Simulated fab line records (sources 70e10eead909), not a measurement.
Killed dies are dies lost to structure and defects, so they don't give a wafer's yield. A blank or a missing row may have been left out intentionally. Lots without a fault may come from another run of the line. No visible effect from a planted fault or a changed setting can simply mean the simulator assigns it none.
What tool caused it? + flow nand harc + 24 lots with 72 wafers sampled at 2 steps, on a route of 1302 steps

== WHAT THE GAUGES SHOWED, per wafer ==
NHARC_P_M0_INSPECT_11.
| lot  | measured     | on                | raw defect count |
|------|--------------|-------------------|------------------|
| L075 | day 6 05:31  | defect inspect-02 | 8 2 6            |
| L074 | day 6 06:14  | defect inspect-02 | 4 2 5            |
| L076 | day 6 22:08  | defect inspect-02 | 3 4 6            |
| L077 | day 7 05:13  | defect inspect-02 | 6 6 4            |
| L078 | day 7 13:57  | defect inspect-01 | 6 13 8           |
| L079 | day 8 03:17  | defect inspect-01 | 8 4 3            |
| L080 | day 8 08:11  | defect inspect-02 | 3 8 3            |
| L081 | day 8 20:19  | defect inspect-02 | 7 6 1            |
| L082 | day 9 09:53  | defect inspect-01 | 5 5 5            |
| L083 | day 9 16:20  | defect inspect-01 | 5 2 2            |
| L084 | day 10 06:26 | defect inspect-01 | 5 5 4            |
| L085 | day 10 14:23 | defect inspect-01 | 4 6 10           |
| L087 | day 11 10:26 | defect inspect-01 | 7 1 2            |
| L086 | day 11 11:29 | defect inspect-01 | 5 2 3            |
| L088 | day 12 00:44 | defect inspect-02 | 2 5 4            |
| L089 | day 12 01:22 | defect inspect-01 | 1 4 1            |
| L090 | day 12 16:25 | defect inspect-02 | 3 2 6            |
| L091 | day 12 23:48 | defect inspect-01 | 3 4 4            |
| L092 | day 13 10:08 | defect inspect-02 | 8 7 4            |
| L093 | day 13 19:53 | defect inspect-02 | 4 10 9           |
| L094 | day 14 11:20 | defect inspect-01 | 1 3 6            |
| L095 | day 14 15:13 | defect inspect-01 | 7 4 5            |
| L096 | day 15 05:56 | defect inspect-01 | 5 2 3            |
| L097 | day 15 13:13 | defect inspect-01 | 2 5 3            |

NHARC_P_M1_INSPECT_27.
| lot  | measured     | on                | raw defect count |
|------|--------------|-------------------|------------------|
| L075 | day 6 12:13  | defect inspect-01 | 196 142 181      |
| L074 | day 6 13:05  | defect inspect-01 | 617 660 624      |
| L076 | day 7 04:53  | defect inspect-02 | 218 130 115      |
| L077 | day 7 12:31  | defect inspect-02 | 379 336 218      |
| L078 | day 7 20:34  | defect inspect-01 | 215 242 189      |
| L079 | day 8 10:00  | defect inspect-01 | 188 215 205      |
| L080 | day 8 14:56  | defect inspect-01 | 465 292 444      |
| L081 | day 9 03:04  | defect inspect-02 | 600 192 354      |
| L082 | day 9 16:35  | defect inspect-01 | 144 117 190      |
| L083 | day 9 22:55  | defect inspect-01 | 190 232 196      |
| L084 | day 10 13:11 | defect inspect-02 | 203 164 245      |
| L085 | day 10 21:10 | defect inspect-02 | 300 238 219      |
| L087 | day 11 17:11 | defect inspect-01 | 309 233 164      |
| L086 | day 11 18:11 | defect inspect-01 | 361 139 587      |
| L088 | day 12 07:29 | defect inspect-01 | 269 247 260      |
| L089 | day 12 08:08 | defect inspect-02 | 215 219 265      |
| L090 | day 12 23:18 | defect inspect-02 | 255 411 295      |
| L091 | day 13 09:41 | defect inspect-02 | 340 163 307      |
| L092 | day 13 16:50 | defect inspect-02 | 307 347 180      |
| L093 | day 14 02:32 | defect inspect-02 | 563 549 453      |
| L094 | day 14 18:13 | defect inspect-01 | 387 174 367      |
| L095 | day 14 22:00 | defect inspect-01 | 611 561 489      |
| L096 | day 15 12:44 | defect inspect-01 | 288 309 283      |
| L097 | day 15 19:58 | defect inspect-01 | 315 317 294      |

== TOOL THAT RAN EACH LOT (tool first, then ch and the chambers of the sampled wafers, then the start) ==
No process step before these readings appears in the record.

== WHAT THE TOOLS THEMSELVES READ (means of the sampled wafers that have a number; where no wafer has one, the mark that the record gives instead) ==
The record holds no such reading with a usual standard deviation.

== THE ANSWER, worked out from the rows above alone ==
Rule: what is usual is taken from the lots themselves. Put in order of their means at a reading, lots are off if they are a third of the lots or fewer, leave a main group of 4 or more, and stand apart from it by a gap of 3 or more times the standard deviation of the main group's means; of several such gaps the widest counts. If all means in a main group match to the digits the tables above print for the reading, that group is not used. A lot without any number at a reading at which 4 lots or more have one is off too. Any other lot the step has rows for is counted as sound. After the gauges, taken in route order, come the tools' own readings; for these a lot's mean is taken, as printed above. At the first step where some lot is off, the reading lying furthest off is the one used; lots without a number count as furthest.
No lot is off at any reading shown: from this, nothing can be told.

== WHAT HAD BEEN PUT IN BY THE SIMULATOR ==
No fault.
